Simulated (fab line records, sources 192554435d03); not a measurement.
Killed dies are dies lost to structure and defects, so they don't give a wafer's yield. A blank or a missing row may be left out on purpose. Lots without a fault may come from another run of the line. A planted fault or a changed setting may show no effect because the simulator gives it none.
Split-lot experiment | flow n5_finfet | 7 lots, 21 wafers read, on a route of 1938 steps

THE SPLIT
At N5_BEOL_M11_COAT_05 (resist thk 90 nm), the setting spin_rpm was moved away from the recipe's 1500 rpm on 10 of the 21 wafers read, by -4.7% to +10.3%. The other wafers ran this setting at the recipe's value.

The reading is taken at the split's own step.

THE READING
CAR-ArF_of_BEOL_M11_COAT_05.thk_nm (the simulator's own value, which no gauge read), in nm, at N5_BEOL_M11_COAT_05 (resist thk 90 nm). The file gives no usual value for it. The 11 wafers here that ran the recipe average 90.0 nm, standard deviation 0.33 nm.

wafer  | tool, chamber at the split | spin_rpm as run, rpm | against the recipe | CAR-ArF_of_BEOL_M11_COAT_05.thk_nm, nm | against lot-mates on the recipe
L078.1 | litho_track-05, 0          | 1654                 | +10.3%             | 85.2                                   | -4.6
L078.3 | litho_track-05, 0          | 1500                 | recipe             | 89.8                                   | -
L078.5 | litho_track-05, 0          | 1500                 | recipe             | 89.8                                   | -
L081.1 | litho_track-02, 0          | 1647                 | +9.8%              | 86                                     | -4.4
L081.5 | litho_track-02, 0          | 1647                 | +9.8%              | 86                                     | -4.4
L081.2 | litho_track-02, 0          | 1500                 | recipe             | 90.4                                   | -
L088.3 | litho_track-02, 0          | 1500                 | recipe             | 90                                     | -
L088.5 | litho_track-02, 0          | 1500                 | recipe             | 89.8                                   | -
L088.6 | litho_track-02, 0          | 1500                 | recipe             | 89.8                                   | -
L093.3 | litho_track-02, 0          | 1500                 | recipe             | 90.4                                   | -
L093.5 | litho_track-02, 0          | 1559                 | +3.9%              | 88.6                                   | -1.8
L093.6 | litho_track-02, 0          | 1559                 | +3.9%              | 88.2                                   | -2.2
L094.1 | litho_track-01, 0          | 1500                 | recipe             | 89.4                                   | -
L094.2 | litho_track-01, 0          | 1500                 | recipe             | 89.6                                   | -
L094.6 | litho_track-01, 0          | 1637                 | +9.1%              | 85.8                                   | -3.7
L096.1 | litho_track-02, 0          | 1650                 | +10.0%             | 86                                     | -4.4
L096.2 | litho_track-02, 0          | 1500                 | recipe             | 90.4                                   | -
L096.6 | litho_track-02, 0          | 1650                 | +10.0%             | 86.2                                   | -4.2
L097.1 | litho_track-05, 0          | 1430                 | -4.7%              | 92.2                                   | +2.0
L097.5 | litho_track-05, 0          | 1430                 | -4.7%              | 92.2                                   | +2.0
L097.2 | litho_track-05, 0          | 1500                 | recipe             | 90.2                                   | -

THE FIT
A straight line over all 21 wafers: CAR-ArF_of_BEOL_M11_COAT_05.thk_nm changes by -0.425 nm for each +1% of spin_rpm; r = -0.99; the points scatter about the line by 0.32 nm.
The same after taking each lot's own level away (the mean of its wafers on the recipe; 21 wafers): -0.436 nm for each +1%; r = -1.00; scatter 0.15 nm.
On that fit, the largest move of spin_rpm shifts the reading by 4.5 nm.
The lots' own levels span 89.50 to 90.40 nm, that is 2.7 times the standard deviation above.
So the lot-to-lot level changes the slope little: the two slopes agree.
Check: with one of the wafers moved furthest among these (+10.3%) left out of the fit, the line predicts -4.49 nm for it against its lot-mates. It came out at -4.6 nm against them.

OTHER SPLITS ON THESE WAFERS
These wafers also went through other splits before the reading. Each is held against what the fit with the lots' levels taken away leaves over:
other split on the same wafers     | wafers away from the commonest value | r with CAR-ArF_of_BEOL_M11_COAT_05.thk_nm (lot level and that fit taken away)
N5_BEOL_M8_TRENCH_ETCH_37 source_w | 5                                    | -0.53
N5_BEOL_M10_COAT_59 spin_rpm       | 8                                    | -0.10
N5_BEOL_M10_TRENCH_ETCH_37 time_s  | 5                                    | +0.13
N5_BEOL_M10_ETCH_41 source_w       | 8                                    | +0.23

THE FILE'S OWN FIT
CAR-ArF_of_BEOL_M11_COAT_05.thk_nm changes by -0.437 nm for each +1% of spin_rpm, r = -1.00.
